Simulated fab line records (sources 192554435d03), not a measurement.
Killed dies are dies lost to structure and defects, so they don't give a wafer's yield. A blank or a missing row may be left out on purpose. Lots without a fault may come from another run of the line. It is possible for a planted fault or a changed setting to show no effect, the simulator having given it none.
Split-lot study + flow n5 finfet + on a route of 1938 steps: 7 lots, 21 wafers read

## ON THE SPLIT
At N5_BEOL_M9_ETCH_66 (etches SOC in N2/H2, target depth 80 nm, overetch 16 nm, time 120 s), the setting time s was moved away from the recipe's 120 s on 6 of the 21 wafers read, by -20.7% to -6.2%. The other wafers ran this setting at the recipe's value.

The split's own step is where the reading is taken.

## THE READING
SiARC_of_BEOL_M9_COAT_64.thk nm (the simulator's own value, which no gauge read), in nm, at N5_BEOL_M9_ETCH_66 (etches SOC in N2/H2, target depth 80 nm, overetch 16 nm, time 120 s). The file gives no usual value for it. Here, 15 wafers ran the recipe; their average is 6.4 nm with a standard deviation of 0.1 nm.

| wafer  | tool, chamber at the split | time s as run, s | against the recipe | SiARC_of_BEOL_M9_COAT_64.thk nm, nm | against lot-mates on the recipe |
|--------|----------------------------|------------------|--------------------|-------------------------------------|---------------------------------|
| L074.2 | rie diel-02, 2,0           | 120              | recipe             | 6.4                                 | -                               |
| L074.6 | rie diel-02, 2,0           | 120              | recipe             | 6.4                                 | -                               |
| L074.4 | rie diel-02, 2             | 120              | recipe             | 6.2                                 | -                               |
| L076.1 | rie diel-06, 1,3,1         | 120              | recipe             | 6.4                                 | -                               |
| L076.4 | rie diel-06, 1,3,1         | 120              | recipe             | 6.4                                 | -                               |
| L076.6 | rie diel-06, 1,3,1         | 120              | recipe             | 6.4                                 | -                               |
| L080.1 | rie diel-03, 3,2           | 120              | recipe             | 6.4                                 | -                               |
| L080.4 | rie diel-03, 3,2           | 120              | recipe             | 6.4                                 | -                               |
| L080.5 | rie diel-03, 1             | 95.61            | -20.3%             | 7.4                                 | +1.0                            |
| L089.1 | rie diel-02, 3             | 95.17            | -20.7%             | 7.6                                 | +1.0                            |
| L089.5 | rie diel-02, 3             | 95.17            | -20.7%             | 7.6                                 | +1.0                            |
| L089.3 | rie diel-02, 2             | 120              | recipe             | 6.6                                 | -                               |
| L083.1 | rie diel-02, 1             | 112.5            | -6.2%              | 6.8                                 | +0.4                            |
| L083.3 | rie diel-02, 0,3           | 120              | recipe             | 6.4                                 | -                               |
| L083.5 | rie diel-02, 0,3           | 120              | recipe             | 6.4                                 | -                               |
| L097.1 | rie diel-02, 1,0           | 120              | recipe             | 6.4                                 | -                               |
| L097.2 | rie diel-02, 1,0           | 120              | recipe             | 6.4                                 | -                               |
| L097.5 | rie diel-02, 1             | 120              | recipe             | 6.6                                 | -                               |
| L096.3 | rie diel-03, 2             | 105.4            | -12.2%             | 7                                   | +0.8                            |
| L096.5 | rie diel-03, 1             | 105.4            | -12.2%             | 6.8                                 | +0.6                            |
| L096.6 | rie diel-03, 2             | 120              | recipe             | 6.2                                 | -                               |
The file does not say which wafer passed through which chamber wherever a row lists several chambers: such a row stands for several wafers.

FIT RESULTS
A straight line over all 21 wafers: SiARC_of_BEOL_M9_COAT_64.thk nm changes by -0.053 nm for each +1% of time s; r = -0.96; the points scatter about the line by 0.12 nm.
The same after taking each lot's own level away (the mean of its wafers on the recipe; 21 wafers): -0.0502 nm for each +1%; r = -0.98; scatter 0.072 nm.
That fit puts the effect of the largest move of time s on the reading at 1 nm.
Measured against the standard deviation above, the lots' own levels, which go from 6.20 to 6.60 nm, span 3.9 times it.
The two slopes agree, so the slope changes little with the lot-to-lot level.
Check: with one of the wafers moved furthest among these (-20.7%) left out of the fit, the line predicts +1.06 nm for it against its lot-mates. Against them it came out at +1 nm.

## THE OTHER SPLITS THESE WAFERS WENT THROUGH
Other splits were also applied to these wafers ahead of the reading. Each is held against what the fit with the lots' levels taken away leaves over:
| other split on the same wafers     | wafers away from the commonest value | r with SiARC_of_BEOL_M9_COAT_64.thk nm (lot level and that fit taken away) |
|------------------------------------|--------------------------------------|----------------------------------------------------------------------------|
| N5_BEOL_M7_TRENCH_ETCH_37 source w | 6                                    | +0.20                                                                      |
| N5_BEOL_M8_COAT_63 spin rpm        | 4                                    | +0.11                                                                      |
| N5_BEOL_M8_COAT_64 spin rpm        | 7                                    | +0.25                                                                      |
| N5_BEOL_M9_EXPOSE_25 dose mj       | 8                                    | +0.33                                                                      |

## FILE'S OWN FIT
SiARC_of_BEOL_M9_COAT_64.thk nm changes by -0.0506 nm for each +1% of time s, r = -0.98.
